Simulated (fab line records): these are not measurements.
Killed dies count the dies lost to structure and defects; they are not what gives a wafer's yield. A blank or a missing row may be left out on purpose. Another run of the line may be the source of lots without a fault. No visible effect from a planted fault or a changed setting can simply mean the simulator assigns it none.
A struck lot beside a sound one    flow n5-finfet    16 steps out of a route of 1938
Sound: these wafers, L473.1, L473.4, L473.5. Struck: wafers L461.2, L461.6. The cause is named last.
At each step with rows: each side's tool, then ch and its chambers, then its first start. Under that, the readings that differ: sound wafers    struck wafers    difference of the means    sigmas: that difference in standard deviations of wafers without a fault.
alike: words and numbers the same on both sides, and readings whose means are apart by under 2 such deviations; not compared: readings that were withheld, readings missing a value for some wafer, numbers with overlapping values and no deviation given by the record, and bounds like >300 which may hide the same value.
The two part at a step that has a row with sigmas, a row that says differs or no value, or rows on one side only. When numbers do not overlap yet have no deviation, they are printed without sigmas and do not part them. Lack of a reading on every wafer of one side parts them only where that side has two or more wafers.

first, 3 steps without rows for these wafers: N5_MOL_CONTACT_COAG_ETCH_106 (etches SOC in N2/H2, target depth 80 nm, overetch 16 nm, time 120 s); N5_MOL_CONTACT_COAG_STRIP_107 (strips in N2/H2); N5_MOL_CONTACT_COAG_STRIP_108 (strips in N2/H2).
N5_MOL_CONTACT_COAG_CONTACT_ETCH_14: etches SiO2 in C4F6/O2, target depth 27.5 nm, overetch 8.5 nm, time 20 s.
  sound on rie-diel-04 ch 1,2,3, day 10 04:07; struck on rie-diel-03 ch 0,2, day 7 02:53
  alike: drypump-motor-current-A, oes-product-au, rf-vpp-V, showerhead-plenum-p-Torr, throttle-valve-pct
  not compared: rf-hours-counter-h
then, 1 step without rows for these wafers: N5_MOL_CONTACT_COAG_STRIP_109 (strips in C4F6/O2).
N5_MOL_CONTACT_COAG_ETCH_15: etches SiNx in CH3F/O2, stops on Si:P, target depth 7 nm.
  sound on rie-diel-04 ch 1,2,3, day 10 04:09; struck on rie-diel-03 ch 0,2, day 7 02:55
  alike: drypump-motor-current-A, oes-product-au, rf-vpp-V, showerhead-plenum-p-Torr, throttle-valve-pct
  not compared: rf-hours-counter-h
N5_MOL_CONTACT_COAG_ETCH_110: etches Si in CF4/O2, target depth 2.5 nm, time 8 s.
  sound on rie-diel-04 ch 1,2,3, day 10 04:13; struck on rie-diel-03 ch 0,2, day 7 02:58
  alike: cf4-flow-sccm, drypump-motor-current-A, oes-product-au, rf-vpp-V, showerhead-plenum-p-Torr, throttle-valve-pct
  not compared: rf-hours-counter-h
N5_MOL_CONTACT_COAG_STRIP_98: strips in N2/H2.
  sound on rie-diel-04 ch 1,2,3, day 10 04:16; struck on rie-diel-03 ch 0,2, day 7 03:01
  alike: drypump-motor-current-A, oes-product-au, rf-vpp-V, showerhead-plenum-p-Torr, temp-c, throttle-valve-pct
  not compared: rf-hours-counter-h
N5_MOL_CONTACT_COAG_CD_MEAS_99: target cd 17.2 nm.
  struck on cd-sem-01, day 7 03:05; sound on cd-sem-01, day 10 04:20
  alike: cd-nm
then, 3 steps without rows for these wafers: N5_MOL_CONTACT_COAG_IMPLANT_129; N5_MOL_CONTACT_COAG_PRECLEAN_111 (cleans in NF3:NH3, afs cycles 1, time 20 s, sublimation time 60 s); N5_MOL_CONTACT_COAG_TI_SIL_19 (material Ti, target thk 4.2 nm, time 15 s).
N5_MOL_CONTACT_COAG_ALD_20: deposits TiN, target thk 1.5 nm, pulse time 1 s, purge time 3 s.
  sound on ald-metal-03 ch 0,3, day 10 05:01; struck on ald-metal-03 ch 0,1, day 7 05:16
reading                                           sound        struck   difference  sigmas
ald-cycles                                        68 68 68     126 126  +58         
model.TiN_of_MOL_CONTACT_COAG_ALD_20.thk-nm (nm)  1.6 1.6 1.4  2.8 2.8  +1.3        
  alike: heater-power-w, precursor-pulse-height-rel
  not compared: since-wet-clean-h
N5_MOL_CONTACT_COAG_SIL_ANNEAL_21: time 60 s.
  sound on rtp-anneal-01 ch 0, day 10 05:31; struck on rtp-anneal-01 ch 0, day 7 05:41
  alike: lamp-power-pct, lamp_zone_6_pct, wafer_temp_C_max
-- a jump in the record: the struck wafers' starts before and after are 3 days apart (it breaks off in module MOL_CONTACT_COAG and resumes in module BEOL_M4, where the first step shown is number 1111 of the route) --
N5_BEOL_M4_RC_MEAS_101:
  sound on prober-02 ch 0, day 13 14:15; struck on prober-02 ch 0, day 10 10:49
  alike: DIBL_N, DIBL_P, IOFF_N, IOFF_P, ION_N, ION_P, SS_N, SS_P, VT_N, VT_P
-- record jumps: 4 days separate the struck wafers' starts on either side; left off in module BEOL_M4, taken up again in module PASSIVATION, whose first shown step is the route's number 1936 --
N5_PASSIVATION_PROBE_49:
  struck on prober-02, day 14 07:46; sound on prober-01, day 18 06:46
  alike: defect-limited-yield, killed_at_M0_to_M3, killed_at_M4_up, killed-at-contacts, killed-at-front-end, killed-at-other, killed-dies, killed-open, killed-short, sort_bin_4_leakage, sort_bin_5_function, sort_bin_6_memory, sort_bin_8_speed, sort-n-pass, sort-yield-pct

## WHERE THEY PART
Nowhere in this record.

WHY: what had been put in by the simulator
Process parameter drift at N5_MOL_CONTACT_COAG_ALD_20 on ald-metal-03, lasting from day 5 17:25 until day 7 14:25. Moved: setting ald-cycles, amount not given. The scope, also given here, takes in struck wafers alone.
